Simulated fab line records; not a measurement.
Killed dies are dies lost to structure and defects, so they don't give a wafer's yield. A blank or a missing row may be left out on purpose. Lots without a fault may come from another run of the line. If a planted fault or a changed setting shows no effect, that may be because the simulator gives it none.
fab line records -- flow nand-harc
record: lots: 6, wafers: 18, last-day: 33
route steps=1302 shown A_BLC@1132 A_M0@1137
lots that met no fault: from a run of the same line without faults
start-h: start of the lot's first displayed wafer, in hours after the record's first day -- wait-h: hours from the lot's prior step to this one -- " identical to the entry in the row above -- L1.1+2: a single row standing in for several wafers -- - no value, or no start was given -- * or withheld: withheld -- < > ~ a bound
route shown NAME@n: names a module that has steps shown in the file, with the first one's number in the route -- usual: mean/standard deviation taken from wafers without a fault -- same: alike in all rows -- chamber/n: place in a boat -- sites: each site's reading -- _std_site: how widely they spread, as a standard deviation -- _edge_site: the outer-site mean with the inner-site mean subtracted -- radius-mm: for every site, how far away it sits from the centre of the wafer -- mask NAME#n: copy n -- behind: the tool/chamber that last shaped the wafer -- hold: why the lot was held/for how many hours/how that ended -- device: transistor that didn't switch, given as n, p or np -- end of line: the tests these same wafers got at the end of their route -- a step given without rows: its recipe and nothing more -- killed: count of dies lost to structure and defects at first sort (not the wafer's yield) -- map: dies across one wafer; x = killed, . = not, _ = none there
set.NAME: the setting the step ran with; set.NAME@STEP: the setting that earlier step ran with -- model.NAME: the simulator's own value behind a step, which no gauge read
lots at some steps of the route; a table a step, a row a wafer
services: a tool's chamber out of use, with start hour (start-h, from the record's first day; less than 0 if before it), hours out, and reason
== steps ==
step: NHARC_A_BLC_CVD_24
recipe: target-thk-a: 1500, temp-c: 300, pressure-torr: 40, wf6-flow-sccm: 40, h2-flow-sccm: 1600, ar-flow-sccm: 1560, time-s: 434, material: W
usual: heater-power-outer-w: 295/26, heater-power-w: 502/33, throttle-valve-pct: 7.98/0.17
same: time-s: 434
lot.wafer,tool,chamber,start-h,wait-h,heater-power-outer-w,heater-power-w,throttle-valve-pct
L364.4,cvd-w-01,0,-,-,277,492,8.07
L364.6,cvd-w-01,1,-,-,253,464,7.87
L364.5,cvd-w-01,0,-,-,282,486,8.08
L365.4,cvd-w-02,1,-,-,307,511,7.88
L365.3,cvd-w-02,0,-,-,327,554,7.99
L365.5,cvd-w-02,1,-,-,308,496,7.65
L366.2,cvd-w-01,0,-,-,275,485,7.88
L366.4,cvd-w-01,0,-,-,280,481,8.24
L366.6,cvd-w-01,1,-,-,253,455,7.93
L380.4,cvd-w-02,1,-,-,280,471,7.90
L380.3,cvd-w-02,0,-,-,310,506,8.08
L380.6,cvd-w-02,0,-,-,314,518,7.84
L379.2,cvd-w-02,1,-,-,288,499,8.34
L379.4,cvd-w-02,1,-,-,295,488,7.89
L379.5,cvd-w-02,0,-,-,307,512,8.12
L382.1,cvd-w-02,1,-,-,293,483,7.81
L382.6,cvd-w-02,1,-,-,295,479,7.84
L382.5,cvd-w-02,0,-,-,303,516,8.22
step: NHARC_A_BLC_CMP_25
recipe: t-overpolish-s: 30, target-thk-nm: 150
usual: motor-current-A: 12.3/1.3, overpolish-run-s: 30.001/0.0085, time-to-endpoint-s: 30.0/2.3
lot.wafer,tool,chamber,start-h,wait-h,motor-current-A,overpolish-run-s,time-to-endpoint-s
L364.4,cmp-04,3,574.02,0.3,12.2,29.999,30.9
L364.6,cmp-04,1,574.02,0.3,13.1,29.990,33.0
L364.5,cmp-04,2,574.02,0.3,11.3,30.009,34.5
L365.3,cmp-04,0,579.56,0.2,12.9,30.000,29.6
L365.4,cmp-04,1,579.56,0.2,13.0,30.006,28.7
L365.5,cmp-04,0,579.56,0.2,14.0,29.993,28.2
L366.4,cmp-02,2,583.80,0.3,14.3,30.001,27.8
L366.2,cmp-02,3,583.80,0.3,12.4,30.002,26.3
L366.6,cmp-02,0,583.80,0.3,10.7,30.005,29.9
L380.3,cmp-03,2,730.11,0.3,14.2,30.017,34.5
L380.4,cmp-03,0,730.11,0.3,12.2,29.998,29.3
L380.6,cmp-03,1,730.11,0.3,11.5,29.999,32.9
L379.4,cmp-03,2,739.39,0.3,13.9,30.012,32.4
L379.2,cmp-03,3,739.39,0.3,11.0,29.997,29.3
L379.5,cmp-03,1,739.39,0.3,11.3,30.004,31.9
L382.1,cmp-04,2,742.87,0.5,11.9,30.011,31.2
L382.6,cmp-04,3,742.87,0.5,11.4,29.995,28.0
L382.5,cmp-04,0,742.87,0.5,13.4,30.004,27.8
step: NHARC_A_BLC_SRD_27
step: NHARC_A_BLC_INSPECT_28
usual: raw-defect-count: 514/120
lot.wafer,tool,chamber,start-h,wait-h,raw-defect-count
L364.4,defect-inspect-02,-,574.37,0.1,567
L364.5,defect-inspect-02,-,574.37,0.1,608
L364.6,defect-inspect-02,-,574.37,0.1,618
L365.3,defect-inspect-01,-,579.96,0.1,329
L365.4,defect-inspect-01,-,579.96,0.1,378
L365.5,defect-inspect-01,-,579.96,0.1,327
L366.2,defect-inspect-02,-,584.15,0.1,535
L366.4,defect-inspect-02,-,584.15,0.1,652
L366.6,defect-inspect-02,-,584.15,0.1,510
L380.3,defect-inspect-01,-,730.49,0.1,491
L380.4,defect-inspect-01,-,730.49,0.1,438
L380.6,defect-inspect-01,-,730.49,0.1,465
L379.2,defect-inspect-02,-,739.74,0.1,656
L379.4,defect-inspect-02,-,739.74,0.1,567
L379.5,defect-inspect-02,-,739.74,0.1,715
L382.1,defect-inspect-02,-,743.20,0.1,441
L382.5,defect-inspect-02,-,743.20,0.1,446
L382.6,defect-inspect-02,-,743.20,0.1,628
step: NHARC_A_M0_DEP_00
recipe: target-thk-a: 1500, target-thk-nm: 150, temp-c: withheld, pressure-torr: 5, flow-sccm: 200, rf-w: 600, material: SiOC
step: NHARC_A_M0_DEHYDRATE_01
recipe: temp-c: 150, time-s: 120
step: NHARC_A_M0_HMDS_02
recipe: time-s: 30
step: NHARC_A_M0_COAT_33
recipe: temp-c: 200, time-s: 65
step: NHARC_A_M0_COAT_03
recipe: spin-rpm: 1500, resist-thk-nm: 90
step: NHARC_A_M0_SOFTBAKE_04
recipe: temp-c: 105, time-s: 55
step: NHARC_A_M0_EBR_05
step: NHARC_A_M0_EXPOSE_06
recipe: na: 1.35, target-cd-nm: 80, dose-mj: 83.25, mask-id: A_M0
usual: reticle-temp-C: 23.01/0.092, stage-vel-mm-s: 500.03/0.23
lot.wafer,tool,chamber,start-h,wait-h,mask,reticle-temp-C,stage-vel-mm-s
L364.4,arfi-scanner-02,0,575.14,-,A_M0#0,23.07,500.52
L364.5,arfi-scanner-02,0,575.14,-,A_M0#0,22.91,500.03
L364.6,arfi-scanner-02,0,575.14,-,A_M0#0,22.94,500.27
L365.3,arfi-scanner-03,0,580.72,-,A_M0#0,23.01,500.36
L365.4,arfi-scanner-03,0,580.72,-,A_M0#0,23.26,499.94
L365.5,arfi-scanner-03,0,580.72,-,A_M0#0,22.98,499.79
L366.2,arfi-scanner-02,0,584.93,-,A_M0#0,23.06,499.81
L366.4,arfi-scanner-02,0,584.93,-,A_M0#0,22.86,499.77
L366.6,arfi-scanner-02,0,584.93,-,A_M0#0,23.00,499.63
L380.3,arfi-scanner-03,0,731.13,-,A_M0#0,23.06,499.98
L380.4,arfi-scanner-03,0,731.13,-,A_M0#0,23.14,499.61
L380.6,arfi-scanner-03,0,731.13,-,A_M0#0,23.10,500.04
L379.2,arfi-scanner-03,0,740.51,-,A_M0#0,22.99,500.22
L379.4,arfi-scanner-03,0,740.51,-,A_M0#0,22.89,500.17
L379.5,arfi-scanner-03,0,740.51,-,A_M0#0,23.00,500.39
L382.1,arfi-scanner-01,0,743.97,-,A_M0#0,22.91,500.26
L382.5,arfi-scanner-01,0,743.97,-,A_M0#0,23.04,500.39
L382.6,arfi-scanner-01,0,743.97,-,A_M0#0,23.06,499.98
step: NHARC_A_M0_PEB_07
recipe: peb-temp-c: 100, peb-time-s: 65
step: NHARC_A_M0_DEVELOP_08
recipe: develop-time-s: 35, dev-temp-c: 23
step: NHARC_A_M0_CD_MEAS_09
recipe: target-cd-nm: 80, landing-energy-ev: 500
usual: cd-nm: 79.9/0.55
lot.wafer,tool,chamber,start-h,wait-h,cd-nm
L364.4,cd-sem-02,0,575.28,-,79.6
L364.5,cd-sem-02,0,575.28,-,80.1
L364.6,cd-sem-02,0,575.28,-,80.4
L365.3,cd-sem-03,0,580.86,-,79.6
L365.4,cd-sem-03,0,580.86,-,80.0
L365.5,cd-sem-03,0,580.86,-,78.8
L366.2,cd-sem-02,0,585.07,-,79.5
L366.4,cd-sem-02,0,585.07,-,79.8
L366.6,cd-sem-02,0,585.07,-,79.8
L380.3,cd-sem-02,0,731.27,-,79.2
L380.4,cd-sem-02,0,731.27,-,66.4
L380.6,cd-sem-02,0,731.27,-,65.8
L379.2,cd-sem-01,0,740.64,-,69.0
L379.4,cd-sem-01,0,740.64,-,68.1
L379.5,cd-sem-01,0,740.64,-,80.2
L382.1,cd-sem-03,0,744.11,-,79.6
L382.5,cd-sem-03,0,744.11,-,79.0
L382.6,cd-sem-03,0,744.11,-,79.6
step: NHARC_A_M0_OVL_MEAS_10
recipe: pitch-nm: 160
usual: overlay-x-nm: 0.1/0.76, overlay-y-nm: -0.1/1
lot.wafer,tool,chamber,start-h,wait-h,overlay-x-nm,overlay-y-nm
L364.4,overlay-01,-,575.36,-,-0.2,0.4
L364.5,overlay-01,-,575.36,-,0.1,0.6
L364.6,overlay-01,-,575.36,-,0.1,0.2
L365.3,overlay-02,-,580.94,-,-0.1,0.8
L365.4,overlay-02,-,580.94,-,-0.5,1.3
L365.5,overlay-02,-,580.94,-,-0.2,0.7
L366.2,overlay-01,-,585.15,-,-0.1,-0.4
L366.4,overlay-01,-,585.15,-,-0.4,-0.5
L366.6,overlay-01,-,585.15,-,-0.1,0.6
L380.3,overlay-01,-,731.35,-,-0.4,0.0
L380.4,overlay-01,-,731.35,-,-0.3,-0.5
L380.6,overlay-01,-,731.35,-,-0.2,-0.7
L379.2,overlay-02,-,740.73,-,-0.6,0.9
L379.4,overlay-02,-,740.73,-,-0.2,1.2
L379.5,overlay-02,-,740.73,-,-0.8,0.7
L382.1,overlay-01,-,744.19,-,-0.4,-0.2
L382.5,overlay-01,-,744.19,-,0.4,-0.2
L382.6,overlay-01,-,744.19,-,0.0,0.0
step: NHARC_A_M0_INSPECT_11
usual: raw-defect-count: 86/38
lot.wafer,tool,chamber,start-h,wait-h,raw-defect-count
L364.4,defect-inspect-01,-,575.40,0.0,99
L364.5,defect-inspect-01,-,575.40,0.0,117
L364.6,defect-inspect-01,-,575.40,0.0,119
L365.3,defect-inspect-01,-,580.98,0.0,26
L365.4,defect-inspect-01,-,580.98,0.0,20
L365.5,defect-inspect-01,-,580.98,0.0,16
L366.2,defect-inspect-02,-,585.19,0.0,153
L366.4,defect-inspect-02,-,585.19,0.0,165
L366.6,defect-inspect-02,-,585.19,0.0,139
L380.3,defect-inspect-01,-,731.39,0.0,80
L380.4,defect-inspect-01,-,731.39,0.0,63
L380.6,defect-inspect-01,-,731.39,0.0,82
L379.2,defect-inspect-02,-,740.77,0.0,93
L379.4,defect-inspect-02,-,740.77,0.0,89
L379.5,defect-inspect-02,-,740.77,0.0,95
L382.1,defect-inspect-01,-,744.23,0.0,45
L382.5,defect-inspect-01,-,744.23,0.0,50
L382.6,defect-inspect-01,-,744.23,0.0,60
step: NHARC_A_M0_DESCUM_14
recipe: time-s: 3, o2-flow-sccm: 200, ar-flow-sccm: 0, bias-power-w: 0, chemistry: O2
usual: drypump-motor-current-A: 5.5/0.46, oes-product-au: 1.000/0.0077, rf-vpp-V: 57.7/0.95, showerhead-plenum-p-Torr: 1.88/0.08, throttle-valve-pct: 11.312/0.0091
same: time-s: 3
lot.wafer,tool,chamber,start-h,wait-h,drypump-motor-current-A,oes-product-au,rf-hours-counter-h,rf-vpp-V,showerhead-plenum-p-Torr,throttle-valve-pct,model.A_M0.cd-nm
L364.4,rie-diel-13,1,575.46,0.1,5.0,1.012,2.4,58.5,1.81,11.305,79.59
L364.6,rie-diel-13,1,575.46,0.1,5.0,1.002,-,57.7,1.82,11.297,79.98
L364.5,rie-diel-13,2,575.46,0.1,5.4,0.998,-,59.1,1.94,11.313,79.79
L365.4,rie-diel-05,2,581.04,0.1,5.1,1.007,8.0,57.8,1.85,11.315,79.83
L365.3,rie-diel-05,3,581.04,0.1,5.1,0.993,9.1,58.0,1.83,11.317,79.62
L365.5,rie-diel-05,3,581.04,0.1,5.1,0.995,-,58.8,1.83,11.297,78.68
L366.4,rie-diel-13,1,585.25,0.1,5.0,1.005,3.0,57.9,1.81,11.301,79.3
L366.2,rie-diel-13,2,585.25,0.1,5.4,1.003,2.7,57.6,1.94,11.307,79.09
L366.6,rie-diel-13,1,585.25,0.1,5.0,1.017,-,56.9,1.82,11.298,80.19
L380.3,rie-diel-05,3,731.46,0.1,5.1,0.993,5.2,56.0,1.83,11.302,78.78
L380.4,rie-diel-05,0,731.46,0.1,5.4,1.002,5.5,58.3,2.03,11.321,66.18
L380.6,rie-diel-05,3,731.46,0.1,5.1,0.991,-,56.9,1.82,11.305,65.35
L379.4,rie-diel-13,1,740.83,0.1,5.0,0.999,1.9,57.4,1.81,11.318,68.06
L379.2,rie-diel-13,0,740.83,0.1,6.4,1.000,2.1,58.2,1.84,11.297,68.96
L379.5,rie-diel-13,2,740.83,0.1,5.4,1.003,-,57.1,1.94,11.302,80.28
L382.1,rie-diel-05,3,744.32,0.1,5.1,0.997,6.0,57.5,1.82,11.309,78.96
L382.5,rie-diel-05,0,744.32,0.1,5.5,0.991,-,57.9,2.03,11.315,78.25
L382.6,rie-diel-05,1,744.32,0.1,5.1,0.994,-,58.4,2.04,11.306,79.68
step: NHARC_A_M0_ETCH_34
recipe: target-depth-a: 400, overetch-a: 120, time-s: 43.94, ion-energy-ev: 200, n2-flow-sccm: 150, h2-flow-sccm: 150, ar-flow-sccm: 0, rf-w: 400, bias-w: 150, chemistry: N2/H2
usual: drypump-motor-current-A: 5.5/0.48, h2-flow-sccm: 150.0/0.43, n2-flow-sccm: 150.0/0.46, oes-product-au: 0.997/0.0072, rf-vpp-V: 429.4/2.3, showerhead-plenum-p-Torr: 2.00/0.084, throttle-valve-pct: 14.172/0.0085
same: time-s: 43.94
lot.wafer,tool,chamber,start-h,wait-h,drypump-motor-current-A,h2-flow-sccm,n2-flow-sccm,oes-product-au,rf-hours-counter-h,rf-vpp-V,showerhead-plenum-p-Torr,throttle-valve-pct
L364.4,rie-diel-13,2,575.54,0.1,5.4,149.8,149.5,1.001,2.3,430.8,2.07,14.165
L364.6,rie-diel-13,2,575.54,0.1,5.4,149.8,150.0,0.988,-,431.4,2.07,14.191
L364.5,rie-diel-13,3,575.54,0.1,5.6,150.5,150.3,0.996,-,427.4,1.92,14.178
L365.4,rie-diel-05,2,581.12,0.1,5.2,150.1,149.3,1.004,8.0,429.6,1.97,14.184
L365.3,rie-diel-05,1,581.12,0.1,5.0,150.4,149.6,0.995,10.2,433.9,2.18,14.181
L365.5,rie-diel-05,3,581.12,0.1,5.1,150.3,149.6,0.994,-,429.7,1.94,14.182
L366.2,rie-diel-13,3,585.52,0.3,5.6,149.9,150.4,0.990,2.7,427.5,1.92,14.181
L366.4,rie-diel-13,2,585.52,0.3,5.5,150.3,149.7,0.992,2.8,429.6,2.07,14.179
L366.6,rie-diel-13,3,585.52,0.3,5.6,150.3,150.3,0.989,-,427.0,1.92,14.168
L380.4,rie-diel-05,0,731.55,0.1,5.5,150.2,150.3,0.997,5.5,435.3,2.17,14.176
L380.3,rie-diel-05,1,731.55,0.1,5.1,151.2,149.8,1.014,5.6,433.1,2.18,14.184
L380.6,rie-diel-05,2,731.55,0.1,5.1,151.0,149.4,1.003,-,427.1,1.97,14.171
L379.2,rie-diel-13,3,740.91,0.1,5.6,149.8,150.4,0.993,2.0,428.6,1.92,14.155
L379.4,rie-diel-13,1,740.91,0.1,5.0,149.4,150.6,0.998,1.9,428.8,1.93,14.185
L379.5,rie-diel-13,0,740.91,0.1,6.4,149.9,150.1,1.000,-,428.8,1.96,14.167
L382.1,rie-diel-05,0,744.39,0.1,5.5,150.0,150.1,1.001,6.7,433.0,2.17,14.178
L382.6,rie-diel-05,2,744.39,0.1,5.1,150.1,151.0,0.993,-,428.3,1.97,14.167
L382.5,rie-diel-05,3,744.39,0.1,5.1,150.7,149.8,0.998,-,428.3,1.94,14.178
step: NHARC_A_M0_ETCH_15
recipe: target-depth-a: 1500, overetch-a: 150, time-s: 82.5, c4f8-flow-sccm: withheld, ar-flow-sccm: 400, rf-w: 600, bias-w: 300, chemistry: C4F8/Ar
usual: oes-product-au: 0.944/0.021, rf-vpp-V: 439.9/2.7
same: time-s: 82.5
lot.wafer,tool,chamber,start-h,wait-h,oes-product-au,rf-hours-counter-h,rf-vpp-V,model.A_M0.cd-nm
L364.4,rie-diel-13,3,-,-,0.962,2.1,437.0,79.36
L364.6,rie-diel-13,3,-,-,0.967,-,438.0,79.93
L364.5,rie-diel-13,0,-,-,0.967,-,436.9,80.16
L365.3,rie-diel-05,3,-,-,0.964,9.2,438.4,79.94
L365.4,rie-diel-05,1,-,-,0.977,10.2,444.2,79.83
L365.5,rie-diel-05,3,-,-,0.956,-,437.7,78.42
L366.2,rie-diel-13,2,-,-,0.939,2.8,440.6,79.11
L366.4,rie-diel-13,3,-,-,0.937,2.7,437.7,78.99
L366.6,rie-diel-13,1,-,-,0.956,-,436.7,80.37
L380.3,rie-diel-05,1,-,-,0.926,5.6,444.1,79.17
L380.4,rie-diel-05,2,-,-,0.927,5.7,439.6,66.52
L380.6,rie-diel-05,0,-,-,0.918,-,444.2,65.58
L379.4,rie-diel-13,0,-,-,0.975,2.2,439.4,67.88
L379.2,rie-diel-13,2,-,-,0.968,1.7,440.8,68.84
L379.5,rie-diel-13,0,-,-,0.969,-,438.6,79.79
L382.1,rie-diel-05,1,-,-,0.913,6.8,444.5,79.15
L382.5,rie-diel-05,0,-,-,0.916,-,444.1,78.21
L382.6,rie-diel-05,1,-,-,0.918,-,445.1,79.59
step: NHARC_A_M0_CD_MEAS_16
usual: cd-nm: 79.9/0.6
lot.wafer,tool,chamber,start-h,wait-h,cd-nm
L364.4,cd-sem-02,-,575.76,-,79.7
L364.5,cd-sem-02,-,575.76,-,80.3
L364.6,cd-sem-02,-,575.76,-,80.1
L365.3,cd-sem-02,-,581.34,-,79.7
L365.4,cd-sem-02,-,581.34,-,79.8
L365.5,cd-sem-02,-,581.34,-,78.5
L366.2,cd-sem-01,-,585.74,-,79.0
L366.4,cd-sem-01,-,585.74,-,79.3
L366.6,cd-sem-01,-,585.74,-,80.7
L380.3,cd-sem-02,-,731.76,-,79.3
L380.4,cd-sem-02,-,731.76,-,66.2
L380.6,cd-sem-02,-,731.76,-,65.7
L379.2,cd-sem-03,-,741.13,-,68.7
L379.4,cd-sem-03,-,741.13,-,68.0
L379.5,cd-sem-03,-,741.13,-,80.1
L382.1,cd-sem-01,-,744.60,-,78.9
L382.5,cd-sem-01,-,744.60,-,78.2
L382.6,cd-sem-01,-,744.60,-,80.0
== services ==
tool,chamber,start-h,hours,kind
rie-diel-05,2,559.77,6.7,repair
arfi-scanner-03,-,571.65,8.1,repair
arfi-scanner-02,-,576.87,0.7,repair
cvd-w-02,0,582.92,3.8,repair
rie-diel-05,-,583.60,9.0,pm
cmp-03,-,586.39,4.0,pm
cmp-04,-,601.10,4.0,pm
rie-diel-05,0,610.26,1.6,repair
rie-diel-05,3,625.45,7.4,repair
rie-diel-13,-,628.07,0.5,repair
rie-diel-13,0,637.30,15.2,repair
arfi-scanner-03,-,648.69,6.0,repair
cmp-03,-,654.88,1.0,repair
arfi-scanner-03,-,657.02,1.8,repair
arfi-scanner-03,-,664.94,1.0,repair
cmp-04,-,679.78,0.2,repair
cvd-w-02,-,680.08,13.0,pm
arfi-scanner-03,-,686.41,1.1,repair
rie-diel-13,-,696.04,9.0,pm
cmp-04,-,699.10,4.0,pm
arfi-scanner-03,-,699.50,0.2,repair
arfi-scanner-03,-,705.51,1.7,repair
arfi-scanner-03,-,712.00,4.0,pm
arfi-scanner-03,-,728.20,2.4,repair
== key ==
first-sign: step: NHARC_A_M0_CD_MEAS_09, reading: cd-nm, direction: down, sigmas: 23, usual: 79.9, struck: 67.3
effect: step: NHARC_A_M0_CD_MEAS_16, reading: cd-nm, direction: down, sigmas: 21, usual: 79.9, struck: 67.1
model-effect: step: NHARC_A_M0_DESCUM_14, value: A_M0.cd-nm, without: 78.99, struck: 67.14
model-effect: step: NHARC_A_M0_ETCH_15, value: A_M0.cd-nm, without: 79.06, struck: 67.21
met-at NHARC_A_M0_EXPOSE_06
struck-wafers L379.2,L379.4,L380.4,L380.6
sort-left-out L379.2,L379.4,L380.4,L380.6
onset-between 580.72 731.13
fault: kind: process-parameter-drift, tool: arfi-scanner-03, chamber: -, onset-h: 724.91, steps: NHARC_A_M0_EXPOSE_06, channel: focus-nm, offset: 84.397, shape: step, end-h: 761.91, scope: struck-wafers-only
sort-left-out: the simulated sort isn't trusted on such a fault, so these wafers' sort isn't shown, and their yield isn't known
